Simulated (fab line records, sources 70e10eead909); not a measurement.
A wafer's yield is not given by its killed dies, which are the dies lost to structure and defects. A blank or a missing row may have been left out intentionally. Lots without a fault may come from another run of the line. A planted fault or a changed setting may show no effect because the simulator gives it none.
Chamber matching | flow nand-harc | 4 sister chambers for NHARC_A_STAIRCASE_DESCUM_219 on rie-diel-11
The step chemistry O2, time 3 s. 4 wafers are shown with their chamber, then 8 later ones without.

WAFERS WITH THEIR CHAMBER
wafer  | chamber | drypump-motor-current-A (A)
L988.2 | 0       | 5.95
L988.3 | 1       | 5.45
L988.6 | 3       | 5.66
L994.2 | 2       | 6.05

WAFERS WHOSE CHAMBER IS MISSING
wafer  | drypump-motor-current-A (A)
L994.5 | 5.45
L994.6 | 5.97
L996.3 | 5.69
L996.4 | 6.06
L996.6 | 5.68
L997.2 | 5.94
L997.3 | 5.45
L997.4 | 6.07

EACH ONE'S CHAMBER
wafer  | from the rows above | in truth
L994.5 | 1                   | 1
L994.6 | 0                   | 0
L996.3 | 3                   | 3
L996.4 | 2                   | 2
L996.6 | 3                   | 3
L997.2 | 0                   | 0
L997.3 | 1                   | 1
L997.4 | 2                   | 2
Placed correctly: 8 of 8. Not placeable from these rows: 0. Placed wrongly: 0.
How it was worked out, from the rows above alone: a wafer's distance from a chamber is the root of the sum, over the readings, of the square of ((its reading less the chamber's mean) divided by the reading's scatter). If the next closest chamber is less than 2 further off than the closest, the wafer can't be placed; otherwise it belongs to the closest. The mean given for a chamber averages the wafers shown for that chamber. The scatter (one wafer shown for each chamber): square how far every hidden wafer sits from the nearest shown wafer, average those squares and take the square root.
